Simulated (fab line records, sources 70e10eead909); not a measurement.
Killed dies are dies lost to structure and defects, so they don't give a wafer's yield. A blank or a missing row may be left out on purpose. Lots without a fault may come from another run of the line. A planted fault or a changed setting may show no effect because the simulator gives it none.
A struck lot beside a sound one | flow nand_harc | 14 steps out of a route of 1302
Sound: wafers L668.3, L668.4, L668.6. Struck: wafers L660.2, L660.3, L660.4. The cause comes at the end.
At each step with rows: each side's tool, then ch and its chambers, then its first start. Under that, the readings that differ: sound wafers | struck wafers | difference of the means | sigmas: that difference in standard deviations of wafers without a fault.
alike: readings whose means differ by less than 2 such deviations, and words and numbers that are the same on both sides. not compared: withheld readings, readings that some wafer has no value for, bounds like >300 that may hide the same value, and numbers for which the record gives no deviation and whose values overlap.
The two part at a step that has a row with sigmas, a row that says differs or no value, or rows on one side only. Numbers that don't overlap but have no deviation are shown without sigmas and don't part them. A reading that every wafer of one side lacks parts them only if that side has two wafers or more.

NHARC_A_STAIRCASE_DESCUM_291: chemistry O2, time 3 s.
  sound on rie_diel-13 ch 0,1,3, day 23 21:28; struck on rie_diel-01 ch 0,2,3, day 21 16:10
  alike: drypump_motor_current_A, oes_product_au, rf_vpp_V, showerhead_plenum_p_Torr, throttle_valve_pct
  not compared: rf_hours_counter_h
NHARC_A_STAIRCASE_ETCH_292: etches the open film in CF4/CHF3.
  sound on rie_diel-13 ch 0,1, day 23 21:32; struck on rie_diel-01 ch 0,1,2, day 21 16:16
  reading               | sound             | struck            | difference | sigmas
  oes_product_au (a.u.) | 0.981 0.953 0.972 | 0.915 0.923 0.931 | -0.046     | -2
  alike: cf4_flow_sccm, chf3_flow_sccm, drypump_motor_current_A, rf_vpp_V, showerhead_plenum_p_Torr, throttle_valve_pct
  not compared: rf_hours_counter_h
then, 2 steps without rows for these wafers: NHARC_A_STAIRCASE_HM_OPEN_460 (chemistry O2/COS); NHARC_A_STAIRCASE_STRIP_461 (strips in O2/COS).
NHARC_A_STAIRCASE_ETCH_452: etches the open film in CF4/O2, target depth 30 nm, overetch 3 nm, time 16.5 s.
  sound on rie_diel-13 ch 0,1; struck on rie_diel-01 ch 0,1,2
  alike: cf4_flow_sccm, drypump_motor_current_A, oes_f_703_au, oes_product_au, rf_vpp_V, showerhead_plenum_p_Torr, throttle_valve_pct
  not compared: rf_hours_counter_h
NHARC_A_STAIRCASE_ETCH_294: etches the open film in C4F8/O2/Ar, target depth 4989 nm, time 1211.6 s.
  sound on rie_diel-13 ch 0,3; struck on rie_diel-01 ch 0,1,2
  alike: oes_product_au, rf_vpp_V
  not compared: rf_hours_counter_h
NHARC_A_STAIRCASE_STRIP_295: strips in O2.
  sound on rie_diel-13 ch 0,1,3; struck on rie_diel-01 ch 0,2,3
  alike: drypump_motor_current_A, oes_product_au, rf_vpp_V, showerhead_plenum_p_Torr, throttle_valve_pct
  not compared: rf_hours_counter_h
then, 4 steps without rows for these wafers: NHARC_A_STAIRCASE_STRIP_296 (strips in SPM, time 900 s); NHARC_A_STAIRCASE_PRECLEAN_297 (cleans in SC1); NHARC_A_STAIRCASE_SRD_298; NHARC_A_STAIRCASE_HM_DEP_462 (deposits aC, target thk 800 nm).
NHARC_A_STAIRCASE_DEP_301: deposits SiON, target thk 30 nm.
  sound on pecvd-04 ch 0,2, day 24 02:31; struck on pecvd-03 ch 1,2, day 21 20:16
  reading              | sound             | struck            | difference | sigmas
  rf_fwd_power_W (W)   | 347.2 347.6 348.2 | 490.0 487.5 490.4 | +141.6     | +99 or more
  showerhead_vpp_V (V) | 1218 1089 1214    | 1396 1393 1435    | +234       | +4
  alike: heater_power_outer_w, heater_power_w
then, 2 steps without rows for these wafers: NHARC_A_STAIRCASE_DEHYDRATE_302 (time 120 s); NHARC_END_SORT_01.

WHERE THEY PART
First at NHARC_A_STAIRCASE_ETCH_292; last, within this record, at NHARC_A_STAIRCASE_DEP_301.

WHY: what the simulator had put in
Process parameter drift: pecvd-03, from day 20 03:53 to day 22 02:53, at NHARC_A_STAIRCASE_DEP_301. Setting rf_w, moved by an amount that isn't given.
